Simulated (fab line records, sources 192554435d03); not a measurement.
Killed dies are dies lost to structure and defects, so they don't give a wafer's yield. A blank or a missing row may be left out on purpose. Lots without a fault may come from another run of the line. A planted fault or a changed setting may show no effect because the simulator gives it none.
Chamber matching | flow n5_finfet | N5_BEOL_M11_STRIP_36 on rie_diel-02: 4 sister chambers
The step strips in N2/H2. 4 wafers are shown with their chamber, then 7 later ones without.

WAFERS WITH THEIR CHAMBER
wafer  | chamber | drypump_motor_current_A (A)
L083.5 | 0       | 5.47
L083.6 | 1       | 5.98
L087.1 | 2       | 5.99
L087.4 | 3       | 6.13

WAFERS WITHOUT THEIR CHAMBER
wafer  | drypump_motor_current_A (A)
L087.6 | 6.17
L090.2 | 5.46
L090.5 | 5.43
L090.6 | 5.97
L097.1 | 6.14
L097.2 | 5.97
L097.6 | 6.15

WHICH CHAMBER EACH WENT THROUGH
wafer  | from the rows above     | in truth
L087.6 | 3                       | 3
L090.2 | 0                       | 0
L090.5 | 0                       | 0
L090.6 | can't be placed: 1 or 2 | 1
L097.1 | 3                       | 3
L097.2 | can't be placed: 1 or 2 | 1
L097.6 | 3                       | 3
Placed correctly: 5 of 7. Can't be placed from these rows: 2 (the true chamber is among the candidates in 2). Placed wrongly: 0.
How it was worked out, from the rows above alone: a wafer's distance from a chamber is the root of the sum, over the readings, of the square of ((its reading less the chamber's mean) divided by the reading's scatter). The wafer belongs to the nearest chamber; if the next one is less than 2 further off, it can't be placed. A chamber's mean is the mean of its shown wafers. The scatter: with one shown wafer a chamber, the root of the mean of the squares of how far each hidden wafer lies from its nearest shown one.
